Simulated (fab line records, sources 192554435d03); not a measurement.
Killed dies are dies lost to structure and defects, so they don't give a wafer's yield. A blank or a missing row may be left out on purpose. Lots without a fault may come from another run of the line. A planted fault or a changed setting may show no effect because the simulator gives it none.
Chamber matching | flow n5_finfet | N5_BEOL_M3_ETCH_69 on rie_diel-05: 4 sister chambers
The step etches SiARC in CF4, target depth 15.6 nm, time 26 s. 8 wafers are shown with their chamber, then 7 later ones without.

WAFERS WITH THEIR CHAMBER
wafer  | chamber | drypump_motor_current_A (A) | throttle_valve_pct (%)
L082.2 | 0       | 5.7                         | 15.98
L082.3 | 3       | 5.4                         | 16.11
L082.6 | 2       | 5.0                         | 15.01
L084.1 | 2       | 5.0                         | 15.03
L084.2 | 1       | 6.3                         | 15.87
L084.3 | 0       | 5.7                         | 16.00
L085.2 | 1       | 6.2                         | 15.90
L085.3 | 3       | 5.4                         | 16.13

WAFERS WITHOUT THEIR CHAMBER
wafer  | drypump_motor_current_A (A) | throttle_valve_pct (%)
L085.4 | 5.7                         | 15.99
L089.3 | 5.7                         | 15.99
L089.5 | 5.4                         | 16.14
L089.6 | 5.0                         | 15.05
L092.1 | 5.0                         | 15.06
L092.4 | 6.2                         | 15.90
L092.6 | 5.7                         | 16.04

WHICH CHAMBER EACH WENT THROUGH
wafer  | from the rows above | in truth
L085.4 | 0                   | 0
L089.3 | 0                   | 0
L089.5 | 3                   | 3
L089.6 | 2                   | 2
L092.1 | 2                   | 2
L092.4 | 1                   | 1
L092.6 | 0                   | 0
Placed correctly: 7 of 7. Can't be placed from these rows: 0. Placed wrongly: 0.
How it was worked out, from the rows above alone: a wafer's distance from a chamber is the root of the sum, over the readings, of the square of ((its reading less the chamber's mean) divided by the reading's scatter). The wafer belongs to the nearest chamber; if the next one is less than 2 further off, it can't be placed. A chamber's mean is the mean of its shown wafers. The scatter: the root of (the sum of the squares of (reading less its chamber's mean) over the shown wafers, divided by (wafers less chambers)).
